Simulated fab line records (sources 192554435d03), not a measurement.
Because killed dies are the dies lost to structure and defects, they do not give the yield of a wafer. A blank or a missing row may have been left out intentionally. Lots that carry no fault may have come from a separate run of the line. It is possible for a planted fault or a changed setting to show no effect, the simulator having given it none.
fab line records	flow n5Finfet
record lots=8	wafers=22	lastDay=17
route steps=1938 shown BEOL_M12@1613 BEOL_M15@1830 PASSIVATION@1936
lots that met no fault: from a run of the same line without faults
startH: hours from the record's opening day to when the first of the lot's shown wafers began	waitH: time in hours since the lot's previous step	" identical to the entry in the row above	L1.1+2: a single row standing in for several wafers	- no value, or no start given	* or withheld: withheld	< > ~ a bound
route shown NAME@n: a module of which the file shows steps, and the number in the route of the first	usual: mean and standard deviation over wafers with no fault	same: alike in all rows	chamber/n: place in a boat	sites: per-site readings	_std_site: the values' standard deviation	_edge_site: mean of outer sites minus mean of inner sites	radiusMm: for every site, how far away it sits from the centre of the wafer	mask NAME#n: copy n	behind: the last tool/chamber to shape the wafer	hold: what put the lot on hold/how long, in hours/how the hold closed	device: names the non-switching transistor (n, p or np)	end of line: the same wafers' tests at the end of the route	step lacking rows: just its recipe	killed: not the wafer's yield, but the dies lost to structure and defects at the first sort	map: shows each die of a wafer: x if killed, . if not, _ if none is there
set.NAME: the run value of the setting; set.NAME@STEP: its run value at that earlier step	model.NAME: the simulator's own value behind a step, which no gauge read
the route's steps for a sample of lots (tables are steps, rows are wafers)
services: from which hour (startH, from the record's first day; less than 0 if before it) a tool's chamber was out of use, for how many hours, and why
## steps
# step N5_BEOL_M12_OVL_MEAS_11
# recipe pointsPerWafer=44
# usual V11_OVL=5/5.4
lot.wafer	tool	chamber	startH	waitH	V11_OVL[nm]
L719.2	overlay-02	0	252.55	0.0	8
L719.3	"	0	"	"	4
L719.5	"	0	"	"	5
L718.3	overlay-01	0	257.54	0.0	-2
L718.4	"	0	"	"	-1
L718.5	"	0	"	"	-2
L730.4	overlay-02	0	317.98	0.0	0
L730.6	"	0	"	"	-2
L729.4	overlay-02	0	318.44	0.0	-5
L729.5	"	0	"	"	8
L733.4	overlay-02	0	328.65	0.0	14
L733.5	"	0	"	"	8
L733.6	"	0	"	"	14
L731.1	overlay-02	0	330.39	0.0	5
L731.2	"	0	"	"	10
L731.3	"	0	"	"	6
L736.1	overlay-01	0	341.89	0.0	5
L736.4	"	0	"	"	8
L736.5	"	0	"	"	13
L741.2	overlay-01	0	380.48	0.0	-1
L741.3	"	0	"	"	1
L741.5	"	0	"	"	0
# step N5_BEOL_M12_EXPOSE_25
# recipe maskId=M12	na=0.93	sourceShape=conventional	sigmaOuter=0.4	polarization=unpolarized	doseMj=21.8
lot.wafer	tool	chamber	startH	waitH	mask
L719.2+3+5	krfScanner-02	0	253.26	-	M12#0
L718.3+4+5	krfScanner-02	0	258.26	-	M12#0
L730.4+6	krfScanner-02	0	318.71	-	M12#0
L729.4+5	krfScanner-02	0	319.17	-	M12#0
L733.4+5+6	krfScanner-01	0	329.60	-	M12#0
L731.1+2+3	krfScanner-01	0	331.49	-	M12#0
L736.1+4+5	krfScanner-01	0	342.79	-	M12#0
L741.2+3+5	krfScanner-01	0	381.31	-	M12#0
# step N5_BEOL_M12_CD_MEAS_28
# recipe targetCdNm=160.2	landingEnergyEv=500	detector=seInlens	polarity=opening
# usual cdNm=160.2/1.3
lot.wafer	tool	chamber	startH	waitH	cdNm
L719.2	cdSem-02	0	253.43	-	160.8
L719.3	"	0	"	"	160.2
L719.5	"	0	"	"	162.5
L718.3	cdSem-02	0	258.42	-	160.3
L718.4	"	0	"	"	158.6
L718.5	"	0	"	"	158.4
L730.4	cdSem-01	0	318.87	-	160.3
L730.6	"	0	"	"	177.7
L729.4	cdSem-01	0	319.33	-	159.9
L729.5	"	0	"	"	177.5
L733.4	cdSem-01	0	329.76	-	158.5
L733.5	"	0	"	"	159.6
L733.6	"	0	"	"	161.1
L731.1	cdSem-03	0	331.66	-	160.5
L731.2	"	0	"	"	159.7
L731.3	"	0	"	"	159.5
L736.1	cdSem-03	0	342.96	-	158.5
L736.4	"	0	"	"	159.9
L736.5	"	0	"	"	158.9
L741.2	cdSem-01	0	381.48	-	158.4
L741.3	"	0	"	"	160.1
L741.5	"	0	"	"	160.4
# step N5_BEOL_M12_STRIP_37
# recipe chemistry=N2/H2	powerW=1000	tempC=250	h2Frac=0.65	overashFraction=0.3	pressureMtorr=withheld	n2FlowSccm=1750	h2FlowSccm=3250
# usual drypumpMotorCurrentA=5.75/0.3	h2FlowSccm=3250/9.8	heaterPowerW=357/30	oesProductAu=0.788/0.01	tempC=250.02/0.19
lot.wafer	tool	chamber	startH	waitH	drypumpMotorCurrentA	h2FlowSccm	heaterPowerW	oesProductAu	rfHoursCounterH	tempC
L719.2	plasmaAsher-02	0	254.07	0.0	5.53	3255	371	0.786	71	250.28
L719.3	"	1	"	"	5.94	3253	372	0.790	-	250.00
L719.5	"	1	"	"	5.94	3251	364	0.781	-	250.22
L718.3	plasmaAsher-01	0	259.08	0.1	5.37	3254	305	0.792	-	250.26
L718.4	"	1	"	"	6.13	3233	387	0.780	-	250.31
L718.5	"	1	"	"	6.16	3232	376	0.785	-	250.33
L730.4	plasmaAsher-02	1	319.53	0.1	5.95	3256	368	0.773	-	250.13
L730.6	"	1	"	"	5.97	3257	366	0.786	-	249.88
L729.4	plasmaAsher-01	0	319.99	0.1	5.41	3257	302	0.777	-	249.82
L729.5	"	0	"	"	5.36	3266	305	0.803	-	249.88
L733.4	plasmaAsher-02	1	330.42	0.1	5.97	3235	380	0.792	-	250.19
L733.5	"	1	"	"	5.97	3244	375	0.781	-	250.08
L733.6	"	0	"	"	5.54	3260	367	0.775	-	250.61
L731.1	plasmaAsher-01	1	332.52	0.0	6.14	3245	394	0.789	142	249.88
L731.2	"	0	"	"	5.35	3251	305	0.777	142	250.15
L731.3	"	0	"	"	5.38	3248	306	0.793	-	249.86
L736.1	plasmaAsher-01	1	343.60	0.0	6.12	3251	390	0.789	144	249.87
L736.4	"	1	"	"	6.13	3255	386	0.783	-	250.04
L736.5	"	0	"	"	5.38	3261	302	0.812	-	250.01
L741.2	plasmaAsher-02	1	382.12	0.0	5.94	3262	373	0.786	96	249.87
L741.3	"	0	"	"	5.53	3260	370	0.779	-	250.07
L741.5	"	1	"	"	5.97	3255	369	0.783	-	249.82
# step N5_BEOL_M12_DEGAS_41
# recipe ambient=vacuum	tempC=250	timeS=60
# usual heaterPowerW=315/22
lot.wafer	tool	chamber	startH	waitH	heaterPowerW
L719.2	pvdSputter-01	-	255.21	0.3	293
L719.3	"	-	"	"	333
L719.5	"	-	"	"	304
L718.3	pvdSputter-01	-	263.90	0.2	348
L718.4	"	-	"	"	296
L718.5	"	-	"	"	301
L730.4	pvdSputter-03	-	320.01	0.0	325
L730.6	"	-	"	"	314
L729.4	pvdSputter-02	-	325.40	0.4	281
L729.5	"	-	"	"	277
L733.4	pvdSputter-03	-	333.69	0.4	333
L733.5	"	-	"	"	342
L733.6	"	-	"	"	308
L731.1	pvdSputter-01	-	334.95	1.0	338
L731.2	"	-	"	"	307
L731.3	"	-	"	"	341
L736.1	pvdSputter-02	-	345.29	0.3	352
L736.4	"	-	"	"	287
L736.5	"	-	"	"	281
L741.2	pvdSputter-02	-	383.88	0.3	355
L741.3	"	-	"	"	287
L741.5	"	-	"	"	300
# step N5_BEOL_M15_RC_MEAS_101
# usual etestTempC=24.99/0.11	COMB_M10=1.4e-11/2.8e-12	COMB_M11=1.37e-11/2.9e-12	COMB_M12=5.7e-12/1.3e-12	COMB_M13=4.2e-12/8.2e-13	COMB_M14=2.9e-12/7.7e-13	COMB_M15=1.9e-12/6.3e-13	COMB_M5=3.6e-11/7.3e-12	COMB_M6=2.4e-11/5.4e-12	COMB_M7=2.5e-11/5.2e-12	COMB_M8=2.4e-11/4.9e-12	COMB_M9=1.38e-11/2.6e-12	SERP_M10=3.02/0.076	SERP_M11=3.04/0.08	SERP_M12=0.634/0.014	SERP_M12_max_site=0.648/0.015	SERP_M13=0.308/0.0066	SERP_M14=0.1579/0.003	SERP_M5=38.8/1.6	SERP_M6=13.5/0.52	SERP_M7=13.4/0.56	SERP_M8=13.5/0.46	SERP_M9=3.04/0.08	SERP_M9_max_site=3.13/0.079
lot.wafer	tool	chamber	startH	waitH	etestTempC	COMB_M10[S/m]	COMB_M11[S/m]	COMB_M12[S/m]	COMB_M13[S/m]	COMB_M14[S/m]	COMB_M15[S/m]	COMB_M5[S/m]	COMB_M6[S/m]	COMB_M7[S/m]	COMB_M8[S/m]	COMB_M9[S/m]	SERP_M10[ohm/um]	SERP_M11[ohm/um]	SERP_M12[ohm/um]	SERP_M12_max_site[ohm/um]	SERP_M13[ohm/um]	SERP_M14[ohm/um]	SERP_M5[ohm/um]	SERP_M6[ohm/um]	SERP_M7[ohm/um]	SERP_M8[ohm/um]	SERP_M9[ohm/um]	SERP_M9_max_site[ohm/um]
L719.2	prober-01	0	275.84	0.2	25.02	1.55e-11	1.61e-11	6.2e-12	5e-12	3.5e-12	2.8e-12	3.5e-11	2.5e-11	3.5e-11	2.7e-11	1.28e-11	2.93	3.19	0.648	0.664	0.302	0.1546	34.9	13.2	13.5	13.1	2.92	2.95
L719.3	"	0	"	"	24.98	1.54e-11	1.35e-11	6.3e-12	3.7e-12	3.3e-12	2.3e-12	5e-11	4.9e-11	3.4e-11	3e-11	1.49e-11	3.05	3.10	0.640	0.655	0.319	0.1598	38.1	13.3	13.1	13.9	3.20	3.25
L719.5	"	0	"	"	25.26	1.69e-11	1.4e-11	1.03e-11	4.1e-12	3.6e-12	3e-12	2.9e-11	2.8e-11	2.7e-11	2.5e-11	1.32e-11	2.89	3.20	0.623	0.632	0.309	0.1592	39.3	13.9	12.9	13.0	3.13	3.17
L718.3	prober-01	0	287.87	0.3	25.17	1.45e-11	9.9e-12	7.2e-12	4.2e-12	3.7e-12	2.1e-12	3.7e-11	2.1e-11	2.2e-11	2.4e-11	1.27e-11	3.10	3.27	0.648	0.664	0.304	0.1582	40.4	13.7	13.3	13.6	2.85	3.01
L718.4	"	0	"	"	25.23	1.21e-11	1.11e-11	6.7e-12	5.4e-12	3.3e-12	2.6e-12	2.4e-11	2.5e-11	3e-11	2.6e-11	1.26e-11	3.04	3.17	0.638	0.653	0.298	0.1626	39.9	13.9	14.1	13.5	3.08	3.23
L718.5	"	0	"	"	25.10	1.15e-11	1.27e-11	6.3e-12	2.4e-12	3.7e-12	3.3e-12	4.4e-11	2.4e-11	3.6e-11	1.8e-11	1.4e-11	3.08	3.23	0.654	0.674	0.304	0.1607	40.4	14.0	13.9	13.8	3.07	3.17
L730.4	prober-02	0	347.39	0.9	24.86	2.1e-11	1.64e-11	5.7e-12	4.2e-12	3.7e-12	1.8e-12	3.1e-11	3e-11	2e-11	1.9e-11	1.38e-11	3.06	3.10	0.648	0.659	0.319	0.1538	37.9	13.1	12.8	12.8	3.02	3.07
L730.6	"	0	"	"	24.81	1.46e-11	1.56e-11	7.1e-12	3.5e-12	2.8e-12	1.7e-12	2.9e-11	2.8e-11	3.6e-11	2.3e-11	2.02e-11	2.97	2.91	0.523	0.538	0.311	0.1531	38.6	13.2	13.2	13.2	3.06	3.10
L729.4	prober-02	0	348.32	1.4	25.08	1.43e-11	1.51e-11	5.6e-12	3.4e-12	5.3e-12	1.2e-12	3.6e-11	2.7e-11	2.7e-11	2.4e-11	1.45e-11	3.11	3.04	0.631	0.649	0.301	0.1549	38.4	14.1	13.6	13.9	3.04	3.08
L729.5	"	0	"	"	24.96	8.6e-12	1.34e-11	5e-12	3e-12	2.4e-12	1.2e-12	4.1e-11	2.2e-11	2e-11	3.1e-11	1.59e-11	3.14	3.11	0.535	0.549	0.307	0.1557	36.7	13.8	13.7	13.1	2.95	3.01
L733.4	prober-01	0	350.79	0.5	25.10	1.76e-11	9.6e-12	6e-12	4.1e-12	2.7e-12	2.4e-12	3.6e-11	2.6e-11	3.2e-11	1.5e-11	1.63e-11	2.90	3.00	0.642	0.662	0.303	0.1627	40.7	13.2	13.9	13.0	3.11	3.21
L733.5	"	0	"	"	25.02	1.16e-11	1.08e-11	5e-12	3.3e-12	3.2e-12	2.8e-12	3.1e-11	2e-11	2.5e-11	2.4e-11	1.81e-11	2.98	2.93	0.636	0.645	0.311	0.1580	38.8	14.1	14.6	13.5	2.94	3.02
L733.6	"	0	"	"	25.12	1.85e-11	1.48e-11	5.8e-12	5.4e-12	3.4e-12	2e-12	3e-11	2.4e-11	3.8e-11	2e-11	1.89e-11	2.88	3.09	0.627	0.651	0.301	0.1632	39.5	13.0	14.0	13.3	3.01	3.16
L731.1	prober-01	0	359.72	0.0	24.94	1.72e-11	1.49e-11	5.7e-12	4.4e-12	3.5e-12	2.5e-12	2.7e-11	2.1e-11	2e-11	2.1e-11	1.39e-11	3.00	3.06	0.651	0.664	0.306	0.1590	41.1	12.6	13.7	13.1	3.06	3.12
L731.2	"	0	"	"	24.90	9.6e-12	1.75e-11	4.5e-12	5.5e-12	2.7e-12	2.1e-12	3e-11	2.2e-11	2e-11	2.1e-11	2.01e-11	3.07	3.14	0.660	0.669	0.318	0.1607	42.8	12.7	13.6	13.2	3.13	3.17
L731.3	"	0	"	"	24.86	1.53e-11	1.83e-11	5.1e-12	4.3e-12	2.8e-12	2.7e-12	3.2e-11	2.7e-11	2.4e-11	2.2e-11	1.61e-11	2.96	3.02	0.655	0.670	0.309	0.1590	40.0	13.5	13.9	13.4	3.22	3.28
L736.1	prober-01	0	369.82	0.0	24.95	1.07e-11	1.83e-11	5.6e-12	4.5e-12	3.5e-12	1.5e-12	3.3e-11	2e-11	2.3e-11	2.2e-11	1.23e-11	3.00	3.16	0.648	0.662	0.312	0.1599	39.2	13.3	13.4	14.0	3.15	3.27
L736.4	"	0	"	"	24.92	1.31e-11	1.16e-11	8.2e-12	4.2e-12	3.1e-12	2.3e-12	3.7e-11	2.8e-11	2.1e-11	1.9e-11	1.21e-11	2.96	3.12	0.628	0.640	0.302	0.1598	40.1	12.7	13.7	13.7	2.93	2.98
L736.5	"	0	"	"	24.91	1.03e-11	1.25e-11	7.3e-12	4.7e-12	3.6e-12	2.6e-12	4.2e-11	2.6e-11	2.3e-11	2.7e-11	9.8e-12	2.99	3.13	0.645	0.659	0.309	0.1565	44.0	13.2	12.2	14.0	2.91	3.04
L741.2	prober-01	0	403.62	0.2	25.01	1.69e-11	1.34e-11	5.6e-12	4.1e-12	2.9e-12	2.2e-12	2.9e-11	3.1e-11	2.4e-11	3.1e-11	1.52e-11	3.13	3.01	0.661	0.673	0.308	0.1561	38.7	13.6	14.0	12.9	3.10	3.19
L741.3	"	0	"	"	25.08	1.08e-11	1.16e-11	6.1e-12	3.8e-12	3.1e-12	2e-12	4.2e-11	1.9e-11	2e-11	1.8e-11	1.88e-11	3.12	3.08	0.622	0.629	0.314	0.1552	38.8	13.1	14.0	13.1	2.95	3.15
L741.5	"	0	"	"	24.95	1.31e-11	1.42e-11	6.4e-12	4.6e-12	3.4e-12	1.7e-12	4e-11	1.9e-11	1.8e-11	1.8e-11	1.36e-11	3.03	3.08	0.639	0.654	0.300	0.1581	39.0	13.1	13.9	13.5	3.06	3.15
# sites SERP_M12 radiusMm=0,75,75,75,75,140,140,140,140
L719.2 0.648 0.664 0.647 0.648 0.644 0.661 0.646 0.657 0.659
L718.3 0.638 0.645 0.664 0.651 0.651 0.660 0.630 0.643 0.648
L730.4 0.642 0.656 0.643 0.648 0.651 0.648 0.659 0.643 0.640
L729.4 0.636 0.646 0.649 0.631 0.637 0.628 0.625 0.621 0.612
L733.4 0.625 0.642 0.645 0.637 0.634 0.662 0.653 0.642 0.661
L731.1 0.627 0.654 0.655 0.637 0.638 0.651 0.657 0.641 0.664
L736.1 0.659 0.662 0.644 0.661 0.654 0.643 0.634 0.643 0.648
L741.2 0.644 0.663 0.661 0.669 0.666 0.657 0.647 0.673 0.648
# step N5_PASSIVATION_PROBE_49
# usual defectLimitedYield=91.3/1.5	killed_at_M0_to_M3=31/11	killed_at_M4_up=14/5.1	killedAtContacts=12/5.6	killedAtFrontEnd=42/12	killedAtOther=3.8/2.9	killedDies=103/18	killedOpen=67/14	killedShort=33/8	sort_bin_5_function=5.1/1	sort_bin_6_memory=3.2/0.75	sortNPass=1077/18	sortYieldPct=91.3/1.5
# same grossDies=1180	killedAtBackSide=0	sort_bin_4_leakage[%]=0	sort_bin_8_speed[%]=0
lot.wafer	tool	chamber	startH	waitH	defectLimitedYield[%]	killed_at_M0_to_M3	killed_at_M4_up	killedAtContacts	killedAtFrontEnd	killedAtOther	killedDies	killedOpen	killedShort	sort_bin_5_function[%]	sort_bin_6_memory[%]	sortNPass	sortYieldPct[%]
L719.2	prober-02	-	291.91	0.9	90.8	41	10	22	36	0	109	72	34	5.1	3.8	1071	90.8
L719.3	prober-02	-	291.96	0.9	90.1	39	7	15	54	2	117	76	40	5.9	3.6	1063	90.1
L719.5	prober-02	-	292.06	1.0	92.0	40	8	15	25	6	94	65	26	5.0	2.4	1086	92.0
L718.3	prober-02	-	304.33	0.1	92.5	29	13	7	34	6	89	50	35	3.8	2.8	1091	92.5
L718.4	prober-02	-	304.38	0.2	92.5	25	20	7	31	5	88	62	18	4.5	2.2	1092	92.5
L718.5	prober-02	-	304.43	0.2	92.4	28	23	9	29	1	90	56	31	4.2	2.8	1090	92.4
L730.4	prober-01	-	364.40	0.2	91.9	18	21	16	40	1	96	62	33	4.7	3.0	1084	91.9
L730.6	prober-01	-	364.50	0.3	90.9	24	21	10	49	3	107	60	35	4.8	3.1	1073	90.9
L729.5	prober-01	-	364.84	0.2	90.7	26	25	16	35	8	110	57	37	4.8	2.9	1070	90.7
L733.4	prober-01	-	368.49	0.2	90.8	34	12	6	44	12	108	66	42	4.9	3.9	1072	90.8
L733.5	prober-01	-	368.54	0.2	91.9	20	17	16	41	2	96	77	19	4.0	4.1	1084	91.9
L733.6	prober-01	-	368.59	0.3	91.5	32	17	9	34	8	100	69	31	5.6	2.5	1080	91.5
L731.1	prober-02	-	374.03	0.0	89.2	32	11	12	64	8	127	82	45	5.9	4.2	1053	89.2
L731.2	prober-02	-	374.08	0.1	89.1	23	10	17	74	5	129	82	45	6.8	3.6	1051	89.1
L731.3	prober-02	-	374.13	0.1	90.4	27	6	6	66	8	113	85	26	5.9	3.2	1067	90.4
L736.1	prober-01	-	384.76	0.0	92.7	32	8	16	28	2	86	56	28	4.5	2.5	1094	92.7
L736.4	prober-01	-	384.91	0.2	91.7	40	10	5	37	6	98	58	34	4.5	3.0	1082	91.7
L736.5	prober-01	-	384.96	0.2	93.8	26	14	11	20	2	73	46	27	3.2	3.0	1107	93.8
L741.2	prober-01	-	416.41	0.1	90.9	36	10	9	47	5	107	70	31	4.2	4.2	1073	90.9
L741.3	prober-01	-	416.46	0.1	90.7	27	19	14	48	2	110	72	38	5.6	3.4	1070	90.7
L741.5	prober-01	-	416.56	0.2	92.6	19	12	7	47	2	87	56	31	4.6	2.5	1093	92.6
# killed by level:class
L719.2 MOL_CONTACT_COAG:geometricParticle:open=19 BEOL_M0_SAQP:geometricParticle:short=15 BEOL_M0_SAQP:geometricParticle:open=14 GATE_CUT:geometricParticle:short=6 BEOL_M2:geometricParticle:open=6 STI_FIN_REVEAL:geometricParticle:open=5 FIN_SAQP:geometricParticle:open=4 SPACER0:geometricParticle:open=4
L719.3 FIN_SAQP:geometricParticle:open=16 BEOL_M0_SAQP:geometricParticle:open=15 MOL_CONTACT_COAG:geometricParticle:open=13 BEOL_M0_SAQP:geometricParticle:short=13 STI_FIN_REVEAL:geometricParticle:open=10 BEOL_M2:geometricParticle:short=5 STARTING-WAFER:geometricParticle:open=5 FIN_SAQP:geometricParticle:short=3
L719.5 BEOL_M0_SAQP:geometricParticle:open=14 MOL_CONTACT_COAG:geometricParticle:open=13 BEOL_M0_SAQP:geometricParticle:short=13 PASS1_CAP:geometricParticle:open=6 BEOL_M3:geometricParticle:open=5 STARTING-WAFER:geometricParticle:open=5 STARTING-WAFER:geometricParticle:short=5 BEOL_M1:geometricParticle:open=4
L718.3 STI_FIN_REVEAL:geometricParticle:open=10 BEOL_M0_SAQP:geometricParticle:open=7 BEOL_M3:geometricParticle:open=5 FIN_SAQP:geometricParticle:open=4 FIN_SAQP:geometricParticle:short=4 MOL_CONTACT_COAG:geometricParticle:open=4 STARTING-WAFER:geometricParticle:short=4 BEOL_M4:geometricParticle:short=4
L718.4 BEOL_M4:geometricParticle:open=12 FIN_SAQP:geometricParticle:open=9 HKMG_FIN:areaEtch=8 MOL_CONTACT_COAG:geometricParticle:open=7 BEOL_M0_SAQP:geometricParticle:short=7 BEOL_M1:geometricParticle:open=7 STI_FIN_REVEAL:geometricParticle:open=6 GATE_CUT:geometricParticle:short=4
L718.5 BEOL_M4:geometricParticle:open=10 MOL_CONTACT_COAG:geometricParticle:open=8 STI_FIN_REVEAL:geometricParticle:open=7 BEOL_M4:geometricParticle:short=7 FIN_SAQP:geometricParticle:short=6 BEOL_M0_SAQP:geometricParticle:short=6 BEOL_M1:geometricParticle:open=5 BEOL_M3:geometricParticle:open=5
L730.4 FIN_SAQP:geometricParticle:open=14 MOL_CONTACT_COAG:geometricParticle:open=14 FIN_SAQP:geometricParticle:short=6 GATE_CUT:geometricParticle:short=6 BEOL_M4:geometricParticle:open=5 BEOL_M1:geometricParticle:open=4 BEOL_M2:geometricParticle:short=4 BEOL_M7:geometricParticle:open=4
L730.6 STI_FIN_REVEAL:geometricParticle:open=17 BEOL_M12:areaExpose=8 MOL_CONTACT_COAG:geometricParticle:open=7 FIN_SAQP:geometricParticle:open=5 BEOL_M1:geometricParticle:short=5 FIN_SAQP:geometricParticle:short=4 BEOL_M3:geometricParticle:open=4 BEOL_M4:geometricParticle:open=4
L729.5 MOL_CONTACT_COAG:geometricParticle:open=12 BEOL_M12:areaExpose=11 FIN_SAQP:geometricParticle:open=7 BEOL_M3:geometricParticle:open=7 DUMMY_GATE:geometricParticle:open=6 BEOL_M0_SAQP:geometricParticle:open=6 BEOL_M2:geometricParticle:short=6 FIN_SAQP:geometricParticle:short=5
L733.4 STI_FIN_REVEAL:geometricParticle:open=16 BEOL_M0_SAQP:geometricParticle:short=12 BEOL_M2:geometricParticle:open=8 FIN_SAQP:geometricParticle:open=6 BEOL_M0_SAQP:geometricParticle:open=6 BEOL_M1:geometricParticle:open=6 FIN_SAQP:geometricParticle:short=5 MOL_CONTACT_COAG:geometricParticle:open=5
L733.5 STI_FIN_REVEAL:geometricParticle:open=16 MOL_CONTACT_COAG:geometricParticle:open=15 FIN_SAQP:geometricParticle:open=10 BEOL_M4:geometricParticle:open=9 BEOL_M0_SAQP:geometricParticle:open=5 BEOL_M5:geometricParticle:open=5 FIN_SAQP:geometricParticle:short=4 BEOL_M1:geometricParticle:open=4
L733.6 BEOL_M1:geometricParticle:open=12 FIN_SAQP:geometricParticle:open=10 STI_FIN_REVEAL:geometricParticle:open=10 BEOL_M4:geometricParticle:open=9 MOL_CONTACT_COAG:geometricParticle:open=6 BEOL_M0_SAQP:geometricParticle:short=6 BEOL_M0_SAQP:geometricParticle:open=5 BEOL_M1:geometricParticle:short=5
L731.1 FIN_SAQP:geometricParticle:open=16 STI_FIN_REVEAL:geometricParticle:open=15 FIN_SAQP:geometricParticle:short=10 MOL_CONTACT_COAG:geometricParticle:open=9 BEOL_M1:geometricParticle:open=7 BEOL_M0_SAQP:geometricParticle:short=6 BEOL_M0_SAQP:geometricParticle:open=6 DUMMY_GATE:geometricParticle:open=6
L731.2 FIN_SAQP:geometricParticle:open=29 FIN_SAQP:geometricParticle:short=13 STI_FIN_REVEAL:geometricParticle:open=10 MOL_CONTACT_COAG:geometricParticle:open=9 MOL_CONTACT_COAG:geometricParticle:short=8 DUMMY_GATE:geometricParticle:open=6 BEOL_M1:geometricParticle:open=6 STARTING-WAFER:geometricParticle:short=6
L731.3 STI_FIN_REVEAL:geometricParticle:open=29 FIN_SAQP:geometricParticle:open=16 BEOL_M1:geometricParticle:open=9 FIN_SAQP:geometricParticle:short=7 MOL_CONTACT_COAG:geometricParticle:open=6 BEOL_M0_SAQP:geometricParticle:open=6 BEOL_M0_SAQP:geometricParticle:short=4 BEOL_M2:geometricParticle:open=3
L736.1 MOL_CONTACT_COAG:geometricParticle:open=12 STI_FIN_REVEAL:geometricParticle:open=9 BEOL_M0_SAQP:geometricParticle:open=9 BEOL_M0_SAQP:geometricParticle:short=6 BEOL_M1:geometricParticle:short=5 GATE_CUT:geometricParticle:short=4 MOL_CONTACT_COAG:geometricParticle:short=4 BEOL_M2:geometricParticle:open=4
L736.4 BEOL_M1:geometricParticle:open=9 STI_FIN_REVEAL:geometricParticle:open=8 BEOL_M1:geometricParticle:short=8 BEOL_M0_SAQP:geometricParticle:short=7 BEOL_M0_SAQP:geometricParticle:open=7 BEOL_M4:geometricParticle:open=6 HKMG_FIN:areaEtch=6 GATE_CUT:geometricParticle:short=5
L736.5 MOL_CONTACT_COAG:geometricParticle:open=8 BEOL_M1:geometricParticle:open=7 STARTING-WAFER:geometricParticle:open=5 BEOL_M3:geometricParticle:open=4 STARTING-WAFER:geometricParticle:short=4 DUMMY_GATE:geometricParticle:short=3 MOL_CONTACT_COAG:geometricParticle:short=3 BEOL_M0_SAQP:geometricParticle:open=3
L741.2 BEOL_M1:geometricParticle:open=10 FIN_SAQP:geometricParticle:open=8 FIN_SAQP:geometricParticle:short=7 STI_FIN_REVEAL:geometricParticle:open=7 MOL_CONTACT_COAG:geometricParticle:open=7 HKMG_FIN:areaEtch=6 BEOL_M0:geometricParticle:open=5 DUMMY_GATE:geometricParticle:open=4
L741.3 STI_FIN_REVEAL:geometricParticle:open=9 MOL_CONTACT_COAG:geometricParticle:open=9 BEOL_M4:geometricParticle:open=9 FIN_SAQP:geometricParticle:open=8 BEOL_M3:geometricParticle:open=7 FIN_SAQP:geometricParticle:short=6 BEOL_M1:geometricParticle:open=5 MOL_CONTACT_COAG:geometricParticle:short=5
L741.5 FIN_SAQP:geometricParticle:open=15 FIN_SAQP:geometricParticle:short=10 MOL_CONTACT_COAG:geometricParticle:open=7 STI_FIN_REVEAL:geometricParticle:open=5 BEOL_M2:geometricParticle:open=5 STI_FIN_REVEAL:geometricParticle:short=3 GATE_CUT:geometricParticle:short=3 BEOL_M0_SAQP:geometricParticle:short=3
## services
tool	chamber	startH	hours	kind
krfScanner-02	-	232.71	1.3	pm
krfScanner-02	-	240.71	0.8	pm
krfScanner-01	-	241.44	12.1	repair
krfScanner-02	-	247.17	5.0	repair
krfScanner-02	-	259.61	0.2	repair
krfScanner-01	-	272.00	0.8	pm
krfScanner-02	-	282.65	3.0	repair
krfScanner-01	-	291.20	0.6	repair
krfScanner-01	-	300.56	1.0	pm
krfScanner-02	-	309.87	1.0	pm
krfScanner-01	-	311.61	1.3	pm
krfScanner-01	0	314.37	-	calibration
krfScanner-01	-	320.53	0.3	repair
krfScanner-02	0	324.82	-	calibration
krfScanner-02	-	357.60	0.8	repair
krfScanner-01	-	383.87	0.8	repair
## key
firstSign step=N5_BEOL_M12_CD_MEAS_28	reading=cdNm	direction=up	sigmas=13	usual=160.2	struck=177.6
effect step=N5_BEOL_M15_RC_MEAS_101	reading=SERP_M12	direction=down	sigmas=7.3	usual=0.634	struck=0.529
metAt N5_BEOL_M12_EXPOSE_25
struckLots L729,L730
struckWafers L729.5,L730.6
notActingAt N5_BEOL_M12_OVL_MEAS_11,N5_BEOL_M12_STRIP_37,N5_BEOL_M12_DEGAS_41
onsetBetween 258.26 318.71
fault kind=processParameterDrift	tool=krfScanner-02	chamber=-	onsetH=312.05	steps=N5_BEOL_M12_EXPOSE_25	channel=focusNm	offset=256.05	shape=step	endH=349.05	scope=struckWafersOnly
